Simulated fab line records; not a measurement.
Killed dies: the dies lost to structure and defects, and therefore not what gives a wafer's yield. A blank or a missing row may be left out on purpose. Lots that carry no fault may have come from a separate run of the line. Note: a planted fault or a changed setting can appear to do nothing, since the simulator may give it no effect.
Matching of chambers | flow n5Finfet | N5_DUMMY_GATE_ALD_02 on aldSin-04 has 4 sister chambers
The step deposits SiO2, target thk 2 nm, pulse time 1 s. 4 wafers are shown with their chamber, then 8 later ones without.

== WAFERS PAIRED WITH THEIR CHAMBERS ==
wafer  | chamber | heaterPowerW (W)
L080.1 | 1       | 543
L082.3 | 3       | 482
L082.5 | 2       | 500
L083.3 | 0       | 469

== WAFERS WITH NO CHAMBER GIVEN ==
wafer  | heaterPowerW (W)
L083.4 | 535
L083.5 | 489
L088.1 | 537
L088.2 | 489
L088.4 | 469
L092.1 | 538
L092.3 | 482
L092.5 | 536

== WHICH CHAMBER EACH ONE RAN IN ==
wafer  | from the rows above     | in truth
L083.4 | 1                       | 1
L083.5 | can't be placed: 3 or 2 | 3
L088.1 | 1                       | 1
L088.2 | can't be placed: 3 or 2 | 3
L088.4 | 0                       | 0
L092.1 | 1                       | 1
L092.3 | 3                       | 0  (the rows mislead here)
L092.5 | 1                       | 1
5 of 8 placed correctly. These rows do not allow placing 2 (true chamber among the candidates in 2). Number placed wrongly: 1.
How it was worked out, from the rows above alone: a wafer's distance from a chamber is the root of the sum, over the readings, of the square of ((its reading less the chamber's mean) divided by the reading's scatter). If the next closest chamber is less than 2 further off than the closest, the wafer can't be placed; otherwise it belongs to the closest. The mean given for a chamber averages the wafers shown for that chamber. The scatter: with one shown wafer a chamber, the root of the mean of the squares of how far each hidden wafer lies from its nearest shown one.
